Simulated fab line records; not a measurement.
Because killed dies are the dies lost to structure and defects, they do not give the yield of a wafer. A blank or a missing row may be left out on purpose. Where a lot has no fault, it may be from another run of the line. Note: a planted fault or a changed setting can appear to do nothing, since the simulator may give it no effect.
Struck lot and sound lot, side by side | flow nand_harc | 40 out of 1302 route steps
Sound: these wafers, L427.2, L427.3, L427.5. Struck: wafers L436.1, L436.3, L436.4. The cause comes at the end.
Each step with rows lists, per side, the tool, then ch with its chambers, then its first start. Under that, the readings that differ: sound wafers | struck wafers | difference of the means | sigmas: that difference in standard deviations of wafers without a fault.
alike: a reading whose means differ by less than 2 such deviations, as well as words and numbers matching on both sides. not compared: withheld readings; readings where some wafer has no value; bounds like >300 that might hide an equal value; numbers whose values overlap and for which the record gives no deviation.
The two part at a step that has a row with sigmas, a row that says differs or no value, or rows on one side only. Non-overlapping numbers with no deviation appear without sigmas and do not part them. A reading missing from all wafers of one side parts the sides only when that side holds two or more wafers.

first, 8 steps without rows for these wafers: NHARC_P_CONTACT_COAT_33 (time 75 s); NHARC_P_CONTACT_COAT_34 (time 65 s); NHARC_P_CONTACT_COAT_06 (resist thk 90 nm); NHARC_P_CONTACT_SOFTBAKE_07 (time 55 s); NHARC_P_CONTACT_EBR_08; NHARC_P_CONTACT_EXPOSE_09 (exposes mask P CA, target cd 90 nm); NHARC_P_CONTACT_PEB_10 (peb time 65 s); NHARC_P_CONTACT_DEVELOP_11 (develop time 35 s).
NHARC_P_CONTACT_CD_MEAS_12: the cd target is 90 nm.
  sound on cd_sem-03 ch 0, day 7 23:20; struck on cd_sem-02 ch 0, day 11 22:17
  alike: cd_nm
NHARC_P_CONTACT_OVL_MEAS_13:
  sound on overlay-02, day 7 23:25; struck on overlay-01, day 11 22:23
  reading           | sound       | struck         | difference | sigmas
  overlay_x_nm (nm) | 0.4 0.6 0.3 | -1.9 -1.4 -1.7 | -2.1       | -2
  alike: overlay_y_nm
NHARC_P_CONTACT_INSPECT_14:
  sound on defect_inspect-01, day 7 23:28; struck on defect_inspect-01, day 11 22:25
  alike: raw_defect_count
then, 1 step without rows for these wafers: NHARC_P_CONTACT_DESCUM_17 (chemistry O2, time 3 s).
NHARC_P_CONTACT_ETCH_35: etches the open film in CF4, target depth 39 nm, time 65 s.
  sound on rie_diel-10 ch 0,2, day 7 23:37; struck on rie_diel-01 ch 0,1,3, day 11 22:34
  reading               | sound             | struck            | difference | sigmas
  oes_product_au (a.u.) | 1.011 1.017 1.012 | 0.991 0.988 0.994 | -0.022     | -2
  alike: drypump_motor_current_A, rf_vpp_V, showerhead_plenum_p_Torr, throttle_valve_pct
  not compared: rf_hours_counter_h
NHARC_P_CONTACT_ETCH_36: etches the open film in N2/H2, target depth 260 nm, time 406.25 s.
  sound on rie_diel-10 ch 0,1; struck on rie_diel-01 ch 0,1,3
  alike: drypump_motor_current_A, oes_product_au, rf_vpp_V, showerhead_plenum_p_Torr, throttle_valve_pct
  not compared: rf_hours_counter_h
then, 3 steps without rows for these wafers: NHARC_P_CONTACT_ETCH_18 (etches the open film in C4F8/O2/Ar, target depth 481 nm, time 240.5 s); NHARC_P_CONTACT_STRIP_37 (strips in C4F8/O2/Ar); NHARC_P_CONTACT_ETCH_31 (etches the open film in CH3F/O2, target depth 30 nm, time 85.7 s).
NHARC_P_CONTACT_CD_MEAS_19:
  sound on cd_sem-02, day 8 00:32; struck on cd_sem-02, day 11 23:21
  alike: cd_nm
NHARC_P_CONTACT_STRIP_28: strips in O2.
  sound on rie_diel-07 ch 0,1,2, day 8 00:39; struck on rie_diel-10 ch 0,2,3, day 11 23:25
  alike: drypump_motor_current_A, oes_product_au, rf_vpp_V, showerhead_plenum_p_Torr, throttle_valve_pct
  not compared: rf_hours_counter_h
then, 4 steps without rows for these wafers: NHARC_P_CONTACT_STRIP_29 (strips in post etch residue remover, time 1200 s); NHARC_P_CONTACT_DEGAS_38 (time 60 s); NHARC_P_CONTACT_PRE_CLEAN_39 (time 19.5 s); NHARC_P_CONTACT_PVD_32 (deposits Ti, target thk 5 nm, time 17.7 s).
NHARC_P_CONTACT_ALD_22: deposits TiN, target thk 3 nm, pulse time 1 s, ald cycles 150.
  sound on ald_metal-02 ch 0,1,3, day 8 01:30; struck on ald_metal-01 ch 0, day 12 00:18
  alike: heater_power_w, precursor_pulse_height_rel
NHARC_P_CONTACT_CVD_23: deposits W, target thk 200 nm, time 557 s.
  sound on cvd_w-02 ch 0,1; struck on cvd_w-01 ch 0,1, day 12 00:52
  reading            | sound          | struck         | difference | sigmas
  mfc_h2_sccm (sccm) | 1596 1596 1596 | 1599 1613 1603 | +9         | +2
  alike: heater_power_w, throttle_valve_pct
NHARC_P_CONTACT_CMP_24: polishes, t overpolish 30 s, target thk 200 nm.
  sound on cmp-03 ch 0,2, day 8 02:22; struck on cmp-02 ch 0,1,3, day 12 01:31
  reading                | sound          | struck         | difference | sigmas
  time_to_endpoint_s (s) | 40.8 44.3 42.0 | 37.9 33.9 35.6 | -6.6       | -2
  alike: motor_current_A, overpolish_run_s
then, 11 steps without rows for these wafers: NHARC_P_CONTACT_SRD_26; NHARC_P_M0_DEP_00 (deposits SiOC, target thk 150 nm); NHARC_P_M0_DEHYDRATE_01 (time 120 s); NHARC_P_M0_HMDS_02 (time 30 s); NHARC_P_M0_COAT_33 (time 65 s); NHARC_P_M0_COAT_03 (resist thk 90 nm); NHARC_P_M0_SOFTBAKE_04 (time 55 s); NHARC_P_M0_EBR_05; NHARC_P_M0_EXPOSE_06 (exposes mask P M0, target cd 90 nm); NHARC_P_M0_PEB_07 (peb time 65 s); NHARC_P_M0_DEVELOP_08 (develop time 35 s).
NHARC_P_M0_CD_MEAS_09: the cd target is 90 nm.
  sound on cd_sem-02 ch 0, day 8 03:40; struck on cd_sem-02 ch 0, day 12 02:49
  alike: cd_nm
NHARC_P_M0_OVL_MEAS_10: pitch 180 nm.
  sound on overlay-02, day 8 03:46; struck on overlay-02, day 12 02:54
  alike: overlay_x_nm, overlay_y_nm
-- break in the record here, with 19 days between the starts of the struck wafers on either side (left off in module P_M0, picked up again in module END, where the first step shown is number 1302 on the route) --
NHARC_END_SORT_01:
  here the record holds rows for the struck wafers (prober-01 ch 0, day 31 04:26) but none for the sound ones

WHERE THEY PART
Last at NHARC_END_SORT_01 as far as this record goes, first at NHARC_P_CONTACT_OVL_MEAS_13.

WHY: what the simulator had put in
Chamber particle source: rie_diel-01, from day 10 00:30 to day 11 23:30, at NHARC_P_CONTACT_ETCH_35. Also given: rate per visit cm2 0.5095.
